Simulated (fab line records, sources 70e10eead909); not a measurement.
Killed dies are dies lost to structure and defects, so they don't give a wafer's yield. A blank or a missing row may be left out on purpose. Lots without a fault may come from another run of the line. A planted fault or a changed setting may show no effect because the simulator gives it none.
Which tool did it? | flow nand_harc | 20 lots, 60 wafers sampled, at 2 steps of a route of 1159

WHAT THE GAUGES READ, wafer by wafer
NHARC_A_CONTACT_OVL_MEAS_70. Usual: overlay_x_nm -0.1 nm, standard deviation 0.9; overlay_y_nm 0.0 nm, standard deviation 0.98.
lot  | measured     | on         | overlay_x_nm (nm) | overlay_y_nm (nm) | flag
L076 | day 16 13:42 | overlay-01 | -0.6 0.0 -0.3     | -1.9 -1.1 -1.6    |
L075 | day 16 21:08 | overlay-01 | 0.5 0.4 0.3       | -0.2 0.0 -0.1     |
L077 | day 17 00:05 | overlay-01 | 1.2 1.3 0.7       | 1.0 0.5 0.7       |
L078 | day 17 03:03 | overlay-01 | -0.2 -0.2 -0.3    | 0.0 0.2 -0.3      |
L080 | day 18 02:01 | overlay-02 | -1.0 -1.0 -0.9    | 1.0 0.9 0.6       |
L079 | day 18 02:10 | overlay-02 | -0.3 0.1 0.3      | 0.0 0.1 0.3       |
L081 | day 18 04:37 | overlay-01 | 0.1 0.5 0.1       | -0.8 -0.8 -0.6    |
L083 | day 18 17:34 | overlay-02 | -0.1 0.9 -0.1     | 1.1 0.4 0.2       |
L084 | day 19 03:35 | overlay-02 | -2.1 -2.0 -2.1    | -0.9 -1.2 -0.9    |
L087 | day 19 09:08 | overlay-02 | 0.2 0.5 0.1       | -0.3 -0.2 0.0     |
L088 | day 19 13:44 | overlay-02 | 0.0 -0.3 -0.7     | 0.9 1.2 0.7       |
L086 | day 19 22:22 | overlay-01 | 2.5 2.1 1.4       | 1.1 0.8 0.3       |
L089 | day 20 00:34 | overlay-02 | 0.2 0.5 0.5       | 0.5 0.6 1.2       |
L092 | day 20 14:34 | overlay-01 | -0.8 -0.6 -0.9    | -1.1 -0.6 -0.7    |
L091 | day 20 18:40 | overlay-01 | -1.1 -0.9 -1.3    | 0.7 0.8 0.5       |
L090 | day 20 20:27 | overlay-02 | -1.5 -1.1 -1.6    | 2.3 2.2 2.5       |
L093 | day 21 06:52 | overlay-02 | 0.9 0.1 0.7       | 1.0 0.3 0.3       |
L095 | day 22 02:02 | overlay-02 | -0.6 -0.5 -0.7    | -1.0 -1.1 -0.9    |
L096 | day 22 06:17 | overlay-01 | 0.8 0.7 0.8       | -1.2 -1.2 -0.8    |
L094 | day 22 08:13 | overlay-02 | 0.2 0.3 0.4       | 1.3 1.6 1.7       |

WHICH TOOL RAN EACH LOT (tool, then ch and the chambers of the sampled wafers, then the start)
lot  | NHARC_A_CONTACT_ETCH_114
L076 | har_cap_etch-03 ch 0,1, day 16 06:34
L075 | har_cap_etch-01 ch 0,1, day 16 12:30
L077 | har_cap_etch-02 ch 0,1, day 16 17:18
L078 | har_cap_etch-02 ch 0,1, day 16 21:26
L080 | har_cap_etch-03 ch 0,1, day 17 18:00
L079 | har_cap_etch-02 ch 0,1, day 17 20:33
L081 | har_cap_etch-01 ch 0,1, day 17 23:35
L083 | har_cap_etch-02 ch 0,1, day 18 10:35
L084 | har_cap_etch-01 ch 0,1, day 18 21:47
L087 | har_cap_etch-01 ch 0,1, day 19 03:56
L088 | har_cap_etch-03 ch 0,1, day 19 07:04
L086 | har_cap_etch-01 ch 0,1, day 19 16:14
L089 | har_cap_etch-03 ch 0,1, day 19 19:04
L092 | har_cap_etch-01 ch 0,1, day 20 08:15
L091 | har_cap_etch-02 ch 0,1, day 20 12:47
L090 | har_cap_etch-01 ch 0,1, day 20 13:16
L093 | har_cap_etch-02 ch 0,1, day 21 01:38
L095 | har_cap_etch-03 ch 1, day 21 19:46
L096 | har_cap_etch-01 ch 0,1, day 22 01:07
L094 | har_cap_etch-03 ch 0,1, day 22 03:11
- NHARC_A_CONTACT_ETCH_114: etches the open film in C4F8/O2/Ar, time 94 s, target depth 922 nm.

WHAT THE TOOLS THEMSELVES READ (means of the sampled wafers that have a number; where no wafer has one, the mark that the record gives instead)
The record holds no such reading with a usual standard deviation.

THE ANSWER, worked out from the rows above alone
Rule: a lot is off if the mean of its wafers that have a number lies more than 3 standard deviations from the usual mean. A lot without any number at a reading at which 4 lots or more have one is off too. The other lots that the step has rows for count as sound. The gauges are gone through in route order, then the tools' own readings, and for those a lot's mean is taken as printed above. The first step at which some lot is off is used, and at that step the reading that is off furthest; a lot without a number counts as furthest.
No lot is off at any reading shown: from this, nothing can be told.

WHAT THE SIMULATOR HAD PUT IN
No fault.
